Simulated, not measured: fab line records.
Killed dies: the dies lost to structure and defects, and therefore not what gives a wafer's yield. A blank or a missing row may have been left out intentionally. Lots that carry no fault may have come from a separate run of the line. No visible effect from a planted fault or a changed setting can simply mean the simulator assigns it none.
Which tool is to blame? || flow n5_finfet || 32 wafers from 11 lots sampled at 2 of the route's 1938 steps

## WHAT THE GAUGES READ, wafer by wafer
N5_PASSIVATION_OVL_MEAS_60.
{"lot": "L320", "measured": "day 12 01:37", "on": "overlay-02", "TV_OVL (nm)": "2 -5 -7"}
{"lot": "L321", "measured": "day 12 23:10", "on": "overlay-02", "TV_OVL (nm)": "-9 -9 -1"}
{"lot": "L322", "measured": "day 12 23:28", "on": "overlay-02", "TV_OVL (nm)": "-6 -4 -3"}
{"lot": "L325", "measured": "day 13 03:56", "on": "overlay-01", "TV_OVL (nm)": "-1 -2 0"}
{"lot": "L323", "measured": "day 13 07:16", "on": "overlay-02", "TV_OVL (nm)": "2 -1 -2"}
{"lot": "L324", "measured": "day 13 07:26", "on": "overlay-01", "TV_OVL (nm)": "-7 0 -3"}
{"lot": "L326", "measured": "day 14 02:04", "on": "overlay-02", "TV_OVL (nm)": "-10 -3 3"}
{"lot": "L328", "measured": "day 13 21:57", "on": "overlay-02", "TV_OVL (nm)": "-6 -2 -2"}
{"lot": "L332", "measured": "day 15 23:08", "on": "overlay-02", "TV_OVL (nm)": "12 3"}
{"lot": "L334", "measured": "day 15 19:13", "on": "overlay-02", "TV_OVL (nm)": "-4 -1 -8"}
{"lot": "L335", "measured": "day 16 09:32", "on": "overlay-02", "TV_OVL (nm)": "5 3 -1"}

## TOOL THAT RAN EACH LOT (tool first, then ch and the chambers of the sampled wafers, then the start)
{"lot": "L320", "N5_BEOL_M8_ECD_50": "ecd_cu-02 ch 0,1, day 9 19:00"}
{"lot": "L321", "N5_BEOL_M8_ECD_50": "ecd_cu-01 ch 0,1, day 10 09:53"}
{"lot": "L322", "N5_BEOL_M8_ECD_50": "ecd_cu-02 ch 0,1, day 10 18:20"}
{"lot": "L325", "N5_BEOL_M8_ECD_50": "ecd_cu-01 ch 0,1, day 10 22:14"}
{"lot": "L323", "N5_BEOL_M8_ECD_50": "ecd_cu-01 ch 0,1, day 11 01:56"}
{"lot": "L324", "N5_BEOL_M8_ECD_50": "ecd_cu-02 ch 1, day 11 03:10"}
{"lot": "L326", "N5_BEOL_M8_ECD_50": "ecd_cu-01 ch 0, day 11 10:10"}
{"lot": "L328", "N5_BEOL_M8_ECD_50": "ecd_cu-02 ch 0,1, day 11 14:58"}
{"lot": "L332", "N5_BEOL_M8_ECD_50": "ecd_cu-02 ch 0,1, day 12 23:49"}
{"lot": "L334", "N5_BEOL_M8_ECD_50": "ecd_cu-01 ch 1, day 13 04:23"}
{"lot": "L335", "N5_BEOL_M8_ECD_50": "ecd_cu-02 ch 0,1, day 13 14:05"}
- N5_BEOL_M8_ECD_50: material Cu, target thk 300 nm.

## THE ANSWER, worked out from the rows above alone
Rule: usual is defined by the lots themselves. Put in order of their means at a reading, lots are off if they are a third of the lots or fewer, leave a main group of 4 or more, and stand apart from it by a gap of 3 or more times the standard deviation of the main group's means; of several such gaps the widest counts. Not used: any main group whose means are identical at the precision the tables above print for the reading. A lot without any number at a reading at which 4 lots or more have one is off too. Where the step has rows for the other lots, those lots are counted as sound.
None of the lots is off at any reading shown; this tells nothing.

## WHAT HAD BEEN PUT IN BY THE SIMULATOR
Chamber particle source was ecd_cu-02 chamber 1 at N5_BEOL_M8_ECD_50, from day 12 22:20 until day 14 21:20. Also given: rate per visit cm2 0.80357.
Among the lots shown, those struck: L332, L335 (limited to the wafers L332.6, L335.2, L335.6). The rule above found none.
